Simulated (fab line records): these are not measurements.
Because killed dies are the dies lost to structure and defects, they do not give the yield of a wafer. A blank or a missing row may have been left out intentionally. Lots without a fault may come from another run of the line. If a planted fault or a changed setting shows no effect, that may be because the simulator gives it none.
fab line records	flow n5_finfet
record: lots: 7	wafers: 21
route steps=1938 shown SD_EPI_N@267 SD_EPI_P@321 SD_ACTIVATION@331 HKMG_FIN@422 GATE_CUT@478
start_h: hours from the record's first day to the start of the lot's first wafer shown	wait_h: time in hours since the lot's previous step	" identical to the entry in the row above	L1.1+2: a row that stands for several wafers	- no value present, or no start provided	* or withheld: withheld	< > ~ a bound
route shown NAME@n: names a module that has steps shown in the file, with the first one's number in the route	usual: the fault-free wafers' mean and standard deviation	same: alike in all rows	chamber/n: place in a boat	sites: each site's reading	_std_site: how widely they spread, as a standard deviation	_edge_site: outer sites' mean less inner sites'	radius_mm: for every site, how far away it sits from the centre of the wafer	mask NAME#n: copy n	behind: the most recent tool/chamber to have shaped the wafer	hold: the reason the lot was held/the length of the hold in hours/how it ended	device: the transistor (n, p or np) that didn't switch	end of line: at the end of the route, the tests of the same wafers	step lacking rows: just its recipe	killed: count of dies lost to structure and defects at first sort (not the wafer's yield)	map: per-die view of a wafer (x killed, . not killed, _ where there is no die)
set.NAME: the setting as run; set.NAME@STEP: as run at that earlier step	model.NAME: the simulator's own value behind a step, which no gauge read
lots where settings were altered on purpose, with a table for each step and a row for each wafer
== steps ==
step: N5_SD_EPI_N_EXPOSE_06
recipe: mask_id: SD_N_BLK	na: 1.35	source_shape: conventional	sigma_outer: 0.8	polarization: unpolarized	target_cd_nm: 120	dose_mj: 39.75
lot.wafer	tool	chamber	start_h	wait_h	mask	set.dose_mj
L075.2+5+6	arfi_scanner-02	0	53.24	-	SD_N_BLK#0	39.75
L076.4	arfi_scanner-01	0	60.59	-	SD_N_BLK#0	37
L076.5+6	"	0	"	"	SD_N_BLK#0	39.75
L081.2+4	arfi_scanner-01	0	90.49	-	SD_N_BLK#0	38.41
L081.3	"	0	"	"	SD_N_BLK#0	39.75
L082.1+3+5	arfi_scanner-01	0	95.34	-	SD_N_BLK#0	39.75
L083.4+5+6	arfi_scanner-03	0	102.48	-	SD_N_BLK#0	39.75
L096.2+4	arfi_scanner-02	0	179.03	-	SD_N_BLK#0	39
L096.3	"	0	"	"	SD_N_BLK#0	39.75
L097.2+3	arfi_scanner-02	0	186.66	-	SD_N_BLK#0	39.75
L097.5	"	0	"	"	SD_N_BLK#0	38.58
step: N5_SD_EPI_N_PEB_07
recipe: peb_temp_c: 110	peb_time_s: 60	resist: CAR-ArF-block
step: N5_SD_EPI_N_DEVELOP_08
recipe: develop_time_s: 30	developer: TMAH	resist: CAR-ArF-block	dev_temp_c: 23	rinse_liquid: diw	dry: air_spin
step: N5_SD_EPI_N_CD_MEAS_09
recipe: target_cd_nm: 120	landing_energy_ev: 500	detector: se_inlens
usual: cd_nm: 119.6/0.69
lot.wafer	tool	chamber	start_h	wait_h	set.dose_mj@SD_EPI_N_EXPOSE_06	cd_nm
L075.2	cd_sem-02	0	53.35	-	39.75	119.0
L075.5	"	0	"	"	39.75	119.2
L075.6	"	0	"	"	39.75	119.6
L076.4	cd_sem-01	0	60.70	-	37	115.1
L076.5	"	0	"	"	39.75	119.1
L076.6	"	0	"	"	39.75	119.6
L081.2	cd_sem-01	0	90.61	-	38.41	116.9
L081.3	"	0	"	"	39.75	118.1
L081.4	"	0	"	"	38.41	116.8
L082.1	cd_sem-03	0	95.46	-	39.75	120.2
L082.3	"	0	"	"	39.75	120.0
L082.5	"	0	"	"	39.75	119.5
L083.4	cd_sem-01	0	102.59	-	39.75	119.9
L083.5	"	0	"	"	39.75	119.1
L083.6	"	0	"	"	39.75	119.3
L096.2	cd_sem-02	0	179.15	-	39	117.9
L096.3	"	0	"	"	39.75	120.5
L096.4	"	0	"	"	39	118.4
L097.2	cd_sem-01	0	186.78	-	39.75	119.2
L097.3	"	0	"	"	39.75	119.5
L097.5	"	0	"	"	38.58	117.6
step: N5_SD_EPI_N_DESCUM_14
recipe: chemistry: O2	time_s: 7.9	source_power_w: 50	bias_power_w: 20	pressure_mtorr: 20	rf_frequency_hz: 2.712e+07	temp_c: 40	resist: CAR-ArF-block	o2_flow_sccm: 225
lot.wafer	tool	chamber	start_h	wait_h	set.dose_mj@SD_EPI_N_EXPOSE_06	model.SD_EPI_N.cd_nm
L075.2	rie_diel-02	1	53.51	0.1	39.75	118.8
L075.5	"	2	"	"	39.75	119
L075.6	"	1	"	"	39.75	119.2
L076.4	rie_diel-03	1	60.94	0.2	37	-
L076.5	"	0	"	"	39.75	119
L076.6	"	3	"	"	39.75	119.6
L081.2+4	rie_diel-02	0,1	90.69	0.0	38.41	116.8
L081.3	"	3	"	"	39.75	118.2
L082.1	rie_diel-06	2	95.55	0.0	39.75	120
L082.3	"	1	"	"	39.75	120.2
L082.5	"	3	"	"	39.75	119.6
L083.4	rie_diel-03	2	102.67	0.0	39.75	119.8
L083.5	"	2	"	"	39.75	119
L083.6	"	3	"	"	39.75	119.2
L096.2	rie_diel-03	2	179.26	0.1	39	118.4
L096.3	"	1	"	"	39.75	120.4
L096.4	"	0	"	"	39	118.6
L097.2	rie_diel-06	0	186.91	0.1	39.75	119.2
L097.3	"	3	"	"	39.75	119.4
L097.5	"	3	"	"	38.58	117.4
step: N5_SD_EPI_N_ETCH_34
recipe: chemistry: CF4	target: SiARC	target_depth_a: 455	mask_material: CAR-ArF-block	time_s: 75.8	ion_energy_ev: 80	pressure_mtorr: 40	source_w: 545	bias_w: 36	Ar_flow_sccm: 100	cf4_flow_sccm: 100	ends: cleared
lot.wafer	tool	chamber	start_h	wait_h	set.dose_mj@SD_EPI_N_EXPOSE_06	model.SD_EPI_N.cd_nm
L075.2+5	rie_diel-02	1,2	53.55	0.0	39.75	119
L075.6	"	1	"	"	39.75	119.4
L076.4	rie_diel-03	1	60.97	0.0	37	115.4
L076.5	"	0	"	"	39.75	119.2
L076.6	"	3	"	"	39.75	119.8
L081.2+4	rie_diel-02	0,1	90.73	0.0	38.41	116.8
L081.3	"	3	"	"	39.75	118.4
L082.1	rie_diel-06	2	95.58	0.0	39.75	120
L082.3	"	1	"	"	39.75	120.2
L082.5	"	3	"	"	39.75	119.8
L083.4	rie_diel-03	2	102.71	0.0	39.75	119.6
L083.5	"	2	"	"	39.75	118.6
L083.6	"	3	"	"	39.75	119.2
L096.2	rie_diel-03	2	179.30	0.0	39	118.2
L096.3	"	1	"	"	39.75	120.4
L096.4	"	0	"	"	39	118.4
L097.2	rie_diel-06	0	186.95	0.0	39.75	119.2
L097.3	"	3	"	"	39.75	119.6
L097.5	"	3	"	"	38.58	117.4
step: N5_SD_EPI_N_ETCH_35
recipe: chemistry: N2/H2	target: SOC	overetch_a: 1080	mask_material: SiARC	temp_c: 40	ion_energy_ev: 100	source_w: 3000	bias_w: 133	pressure_mtorr: 20	time_s: 486	n2_flow_sccm: 200	h2_flow_sccm: 200
step: N5_SD_EPI_N_STRIP_36
recipe: chemistry: N2/H2	temp_c: 40	n2_flow_sccm: 200	h2_flow_sccm: 200	rf_frequency_hz: 6e+07
step: N5_SD_EPI_N_SD_RECESS_17
recipe: chemistry: HBr/Cl2/O2	target_depth_a: 410	mask_material: SOC	time_s: 23.7	bt_time_s: 3	pressure_mtorr: 10	icp_w: 800	bias_w: 112	HBr_flow_sccm: 150	Cl2_flow_sccm: 80	O2_flow_sccm: 12
step: N5_SD_EPI_N_STRIP_38
recipe: chemistry: N2/H2	power_w: 1000	temp_c: 250	h2_frac: 0.65	overash_fraction: 0.3	pressure_mtorr: withheld	n2_flow_sccm: 1750	h2_flow_sccm: 3250
step: N5_SD_EPI_N_WET_ETCH_43
recipe: chemistry: dHF	dilution: withheld	time_s: 14	target: SiO2	target_depth_a: 15	temp_c: 25
lot.wafer	tool	chamber	start_h	wait_h	set.target_thk_a@SPACER0_ALD_08	model.SiNx_of_SPACER0_ALD_08.thk_nm
L075.2+5+6	wet_bench-06	0,2,4	54.39	-	20	1.6
L076.4+5+6	wet_bench-05	4,6,3	61.81	-	20	1.6
L081.2+3+4	wet_bench-01	7,2,5	91.56	-	20	1.6
L082.1+3	wet_bench-06	2,1	96.42	-	22.64	1.8
L082.5	"	0	"	"	20	1.6
L083.4	wet_bench-06	6	103.54	-	20	1.4
L083.5+6	"	3,2	"	"	20	1.6
L096.2+3	wet_bench-01	7,3	180.13	-	20	1.6
L096.4	"	5	"	"	17.81	1.4
L097.2	wet_bench-06	6	187.78	-	20	1.6
L097.3+5	"	2,7	"	"	17.53	1.2
step: N5_SD_EPI_N_STRIP_18
recipe: chemistry: SPM	time_s: 750	temp_c: 130	h2so4_h2o2_vol_ratio: 4
step: N5_SD_EPI_N_SRD_20
recipe: dry: ipa_marangoni	do_ppb: 5	time_s: 30	temp_c: 23	rinse_liquid: diw
step: N5_SD_EPI_N_PRECLEAN_24
recipe: chemistry: O3/DIW	time_s: 60	temp_c: 22	o3_ppm: 10
step: N5_SD_EPI_N_SRD_25
recipe: time_s: 30	temp_c: 23	rinse_liquid: diw	dry: ipa_marangoni
step: N5_SD_EPI_N_PRECLEAN_49
recipe: chemistry: NF3:NH3	afs_cycles: 1	temp_c: 30	time_s: 20	sublimation_temp_c: 180	sublimation_time_s: 60	pressure_torr: 3	rf_power_w: 30
lot.wafer	tool	chamber	start_h	wait_h	set.target_thk_a@SPACER0_ALD_08	model.SiNx_of_SPACER0_ALD_08.thk_nm
L075.2+5+6	remote_plasma-01	0	57.07	0.1	20	1.2
L076.4+5+6	remote_plasma-01	1	64.52	0.1	20	1.2
L081.2+3+4	remote_plasma-02	0	94.22	0.1	20	1.2
L082.1+3	remote_plasma-02	0	99.04	0.0	22.64	1.4
L082.5	"	0	"	"	20	1
L083.4+5+6	remote_plasma-01	1	106.28	0.1	20	1
L096.2	remote_plasma-02	0	183.54	0.1	20	1
L096.3	"	0	"	"	20	1.2
L096.4	"	0	"	"	17.81	1
L097.2	remote_plasma-01	1	191.31	0.1	20	1
L097.3+5	"	1	"	"	17.53	0.8
step: N5_SD_EPI_P_EPI_21
recipe: material: SiGe:B	dopant: B	temp_c: 550	pressure_torr: 20	ambient: H2	time_s: 355
lot.wafer	tool	chamber	start_h	wait_h	set.time_s	model.SiGe-B_of_SD_EPI_P_EPI_21.thk_nm
L075.2+6	epi_rpcvd-02	0	59.56	0.5	355	59.6
L075.5	"	0	60.64	1.5	355	60.2
L076.4	epi_rpcvd-03	0	68.68	1.5	315.5	56.2
L076.5	"	0	"	"	315.5	54.4
L076.6	"	0	"	"	355	61
L081.2+4	epi_rpcvd-03	0	97.22	0.5	355	60.4
L081.3	"	0	"	"	407	65.2
L082.1	epi_rpcvd-04	0	101.70	0.1	355	61
L082.3	"	0	"	"	355	61.6
L082.5	"	0	"	"	391.1	66
L083.4	epi_rpcvd-04	0	109.55	1.1	355	61.4
L083.5	"	0	"	"	409.9	67.2
L083.6	"	0	"	"	409.9	67.6
L096.2	epi_rpcvd-04	0	187.15	0.5	355	62.2
L096.3	"	0	"	"	355	62.8
L096.4	"	0	"	"	355	62
L097.2	epi_rpcvd-04	0	193.93	0.5	355	61.4
L097.3	"	0	"	"	355	61.2
L097.5	"	0	"	"	355	61.8
step: N5_SD_EPI_P_EPI_MEAS_23
recipe: mode: xrd
usual: thk_nm: 61.1/1.2
lot.wafer	tool	chamber	start_h	wait_h	set.time_s@SD_EPI_P_EPI_21	thk_nm
L075.2	film_metro-02	-	61.40	1.5	355	57.8
L075.5	"	-	"	"	355	59.2
L075.6	"	-	"	"	355	60.4
L076.4	film_metro-02	-	70.16	1.0	315.5	57.0
L076.5	"	-	"	"	315.5	55.4
L076.6	"	-	"	"	355	61.0
L081.2	film_metro-01	-	99.06	1.5	355	60.9
L081.3	"	-	"	"	407	64.7
L081.4	"	-	"	"	355	61.7
L082.1	film_metro-02	-	103.89	1.8	355	61.8
L082.3	"	-	"	"	355	61.4
L082.5	"	-	"	"	391.1	67.4
L083.4	film_metro-01	-	110.68	0.8	355	60.8
L083.5	"	-	"	"	409.9	67.1
L083.6	"	-	"	"	409.9	66.5
L096.2	film_metro-02	-	188.99	1.5	355	62.3
L096.3	"	-	"	"	355	63.2
L096.4	"	-	"	"	355	60.8
L097.2	film_metro-01	-	195.79	1.5	355	61.7
L097.3	"	-	"	"	355	60.2
L097.5	"	-	"	"	355	62.4
step: N5_SD_EPI_P_HM_STRIP_48
recipe: chemistry: H3PO4	temp_c: 160	material: SiNx	target: SiNx	target_depth_a: 30	overetch_fraction: 0.3
lot.wafer	tool	chamber	start_h	wait_h	set.time_s@SD_EPI_P_EPI_21	model.SiGe-B_of_SD_EPI_P_EPI_21.thk_nm
L075.2+6	wet_bench-04	3,2	61.43	0.0	355	59.4
L075.5	"	5	"	"	355	60
L076.4	wet_bench-02	7	70.19	0.0	315.5	55.8
L076.5	"	3	"	"	315.5	54.2
L076.6	"	1	"	"	355	60.6
L081.2	wet_bench-02	5	99.09	0.0	355	60.2
L081.3	"	3	"	"	407	64.8
L081.4	"	7	"	"	355	60
L082.1	wet_bench-02	0	103.93	0.0	355	60.8
L082.3	"	1	"	"	355	61.4
L082.5	"	4	"	"	391.1	65.6
L083.4	wet_bench-02	3	110.71	0.0	355	61.2
L083.5	"	4	"	"	409.9	66.8
L083.6	"	2	"	"	409.9	67.2
L096.2	wet_bench-03	3	189.02	0.0	355	62
L096.3	"	4	"	"	355	62.6
L096.4	"	7	"	"	355	61.8
L097.2	wet_bench-02	0	195.82	0.0	355	61.2
L097.3	"	1	"	"	355	60.8
L097.5	"	2	"	"	355	61.4
step: N5_SD_ACTIVATION_LSA_01
recipe: temp_c: 1080	time_s: 0.0008	ambient: N2
usual: wafer_temp_C_max: 1086.1/1.7
lot.wafer	tool	chamber	start_h	wait_h	set.temp_c	wafer_temp_C_max
L075.2	laser_anneal-02	0	61.83	0.2	1080	1086.5
L075.5	"	0	"	"	1080	1083.3
L075.6	"	0	"	"	1080	1083.9
L076.4	laser_anneal-01	0	70.71	0.2	1080	1087.7
L076.5	"	0	"	"	1080	1088.6
L076.6	"	0	"	"	1058	1067.7
L081.2	laser_anneal-02	0	99.49	0.2	1102	1106.6
L081.3	"	0	"	"	1102	1107.1
L081.4	"	0	"	"	1080	1085.6
L082.1	laser_anneal-01	0	104.29	0.2	1080	1086.5
L082.3	"	0	"	"	1080	1088.9
L082.5	"	0	"	"	1080	1090.2
L083.4	laser_anneal-02	0	111.16	0.2	1080	1085.2
L083.5	"	0	"	"	1080	1084.7
L083.6	"	0	"	"	1080	1084.8
L096.2	laser_anneal-02	0	189.42	0.2	1080	1084.1
L096.3	"	0	"	"	1080	1086.1
L096.4	"	0	"	"	1080	1084.5
L097.2	laser_anneal-02	0	196.22	0.2	1080	1084.2
L097.3	"	0	"	"	1047	1049.6
L097.5	"	0	"	"	1080	1085.6
step: N5_HKMG_FIN_COAT_29
recipe: resist: SOC	temp_c: 250	time_s: 60	spin_rpm: 1500	resist_thk_nm: 300
lot.wafer	tool	chamber	start_h	wait_h	set.spin_rpm	model.SOC_of_HKMG_FIN_COAT_29.thk_nm
L075.2+5	litho_track-03	0	78.18	0.2	1500	300.6
L075.6	"	0	"	"	1500	301
L076.4	litho_track-01	0	86.85	0.2	1500	301.4
L076.5	"	0	"	"	1500	301.2
L076.6	"	0	"	"	1500	300.6
L081.2	litho_track-01	0	116.37	0.2	1500	300.6
L081.3	"	0	"	"	1500	299
L081.4	"	0	"	"	1410	309
L082.1+5	litho_track-03	0	120.50	0.2	1500	300.6
L082.3	"	0	"	"	1500	300
L083.4	litho_track-01	0	126.94	0.2	1500	299.8
L083.5+6	"	0	"	"	1402	310.4
L096.2	litho_track-03	0	206.35	0.2	1500	300
L096.3	"	0	"	"	1435	307
L096.4	"	0	"	"	1435	308.4
L097.2+5	litho_track-02	0	212.31	0.2	1500	300
L097.3	"	0	"	"	1597	290.8
step: N5_GATE_CUT_COAT_34
recipe: resist: SOC	temp_c: 250	time_s: 60	spin_rpm: 1500	resist_thk_nm: 60
lot.wafer	tool	chamber	start_h	wait_h	set.spin_rpm	model.SOC_of_GATE_CUT_COAT_34.thk_nm
L075.2	litho_track-05	0	86.45	0.0	1500	60
L075.5+6	"	0	"	"	1500	59.8
L076.4+6	litho_track-04	0	95.28	0.0	1636	57.4
L076.5	"	0	"	"	1500	60
L081.2+3	litho_track-03	0	124.83	0.0	1500	60.2
L081.4	"	0	"	"	1500	60
L082.1	litho_track-04	0	128.91	0.1	1399	62
L082.3	"	0	"	"	1399	61.6
L082.5	"	0	"	"	1399	61.8
L083.4	litho_track-05	0	135.08	0.0	1500	59.8
L083.5	"	0	"	"	1405	61.8
L083.6	"	0	"	"	1500	60
L096.2+3	litho_track-04	0	215.20	0.0	1625	57.6
L096.4	"	0	"	"	1500	60
L097.2	litho_track-03	0	220.79	0.0	1563	59
L097.3	"	0	"	"	1500	60
L097.5	"	0	"	"	1563	58.8
== key ==
split: step: N5_SD_EPI_N_EXPOSE_06	setting: dose_mj	stated: 39.75	by: wafer
response: step: N5_SD_EPI_N_CD_MEAS_09	reading: cd_nm	change: +0.603	per: 1%	r: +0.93
response: step: N5_SD_EPI_N_DESCUM_14	reading: model.SD_EPI_N.cd_nm	change: +0.589	per: 1%	r: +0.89
response: step: N5_SD_EPI_N_ETCH_34	reading: model.SD_EPI_N.cd_nm	change: +0.61	per: 1%	r: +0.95
split: step: N5_SD_EPI_P_EPI_21	setting: time_s	stated: 355	by: wafer
response: step: N5_SD_EPI_P_EPI_21	reading: model.SiGe-B_of_SD_EPI_P_EPI_21.thk_nm	change: +0.403	per: 1%	r: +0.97
response: step: N5_SD_EPI_P_EPI_MEAS_23	reading: thk_nm	change: *	per: 1%	r: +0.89
response: step: N5_SD_EPI_P_HM_STRIP_48	reading: model.SiGe-B_of_SD_EPI_P_EPI_21.thk_nm	change: +0.392	per: 1%	r: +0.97
split: step: N5_SD_ACTIVATION_LSA_01	setting: temp_c	stated: 1080	by: wafer
response: step: N5_SD_ACTIVATION_LSA_01	reading: wafer_temp_C_max	change: *	per: 1%	r: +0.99
split: step: N5_HKMG_FIN_COAT_29	setting: spin_rpm	stated: 1500	by: wafer
response: step: N5_HKMG_FIN_COAT_29	reading: model.SOC_of_HKMG_FIN_COAT_29.thk_nm	change: -1.56	per: 1%	r: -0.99
split: step: N5_GATE_CUT_COAT_34	setting: spin_rpm	stated: 1500	by: wafer
response: step: N5_GATE_CUT_COAT_34	reading: model.SOC_of_GATE_CUT_COAT_34.thk_nm	change: -0.288	per: 1%	r: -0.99
split outside_this_file step=N5_SPACER0_ALD_08 setting=target_thk_a
split outside_this_file: this setting was split too, and the file shows its column; the key of that split is in another file
